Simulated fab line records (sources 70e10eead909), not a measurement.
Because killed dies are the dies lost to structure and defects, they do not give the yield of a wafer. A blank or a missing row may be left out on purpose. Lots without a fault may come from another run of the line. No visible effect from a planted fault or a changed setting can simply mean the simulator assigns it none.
Chamber matching -- flow nand-harc -- 4 sister chambers for NHARC_A_CONTACT_ETCH_88 on rie-diel-12
The step etches the open film in CF4, target depth 39 nm, time 65 s. 19 wafers are shown with their chamber, then 9 later ones without.

## WAFERS, EACH WITH ITS CHAMBER
wafer,chamber,showerhead-plenum-p-Torr (Torr),drypump-motor-current-A (A),rf-vpp-V (V)
L991.1,0,1.85,5.5,152.0
L991.2,3,1.71,5.5,151.8
L991.5,1,1.75,5.8,151.1
L995.3,0,1.84,5.5,151.0
L995.4,2,1.70,5.9,149.3
L995.5,3,1.71,5.4,150.9
L997.3,0,1.84,5.5,151.2
L997.6,1,1.75,5.8,151.6
L998.1,1,1.75,5.8,151.1
L998.2,2,1.70,5.8,149.1
L998.6,0,1.84,5.5,152.4
L101.5,2,1.70,5.9,149.7
L101.6,3,1.70,5.4,151.6
L109.1,0,1.84,5.5,150.9
L109.4,1,1.75,5.8,150.9
L109.5,3,1.70,5.4,151.0
L107.1,2,1.70,5.8,151.1
L107.3,1,1.75,5.8,150.6
L107.6,2,1.70,5.8,149.5

SIGNATURES (means of the wafers above)
reading,chamber 0,chamber 1,chamber 2,chamber 3,scatter within a chamber
showerhead-plenum-p-Torr,1.8420,1.7500,1.7000,1.7050,0.00346
drypump-motor-current-A,5.500,5.800,5.840,5.425,0.0361
rf-vpp-V,151.500,151.060,149.740,151.325,0.6
Rule: for a wafer and a chamber, the distance is found by dividing, reading by reading, the gap between the wafer's reading and the chamber's mean by the reading's scatter, squaring, summing and taking the root. The wafer belongs to the nearest chamber; if the next one is less than 2 further off, it can't be placed. The scatter: the root of (the sum of the squares of (reading less its chamber's mean) over the shown wafers, divided by (wafers less chambers)).

## WAFERS WHOSE CHAMBER IS MISSING
wafer,showerhead-plenum-p-Torr (Torr),drypump-motor-current-A (A),rf-vpp-V (V)
L110.2,1.75,5.8,150.9
L110.3,1.70,5.4,151.2
L110.6,1.70,5.9,150.6
L111.2,1.70,5.9,149.0
L111.3,1.70,5.4,149.6
L111.4,1.84,5.5,153.1
L112.1,1.70,5.4,150.4
L112.2,1.70,5.9,150.4
L112.4,1.75,5.8,152.1

## WHICH CHAMBER EACH ONE RAN IN
wafer,from the rows above,in truth
L110.2,1,1
L110.3,3,3
L110.6,2,2
L111.2,2,2
L111.3,3,3
L111.4,0,0
L112.1,3,3
L112.2,2,2
L112.4,1,1
9 of 9 placed correctly. From these rows, 0 cannot be placed. Wrongly placed: 0.
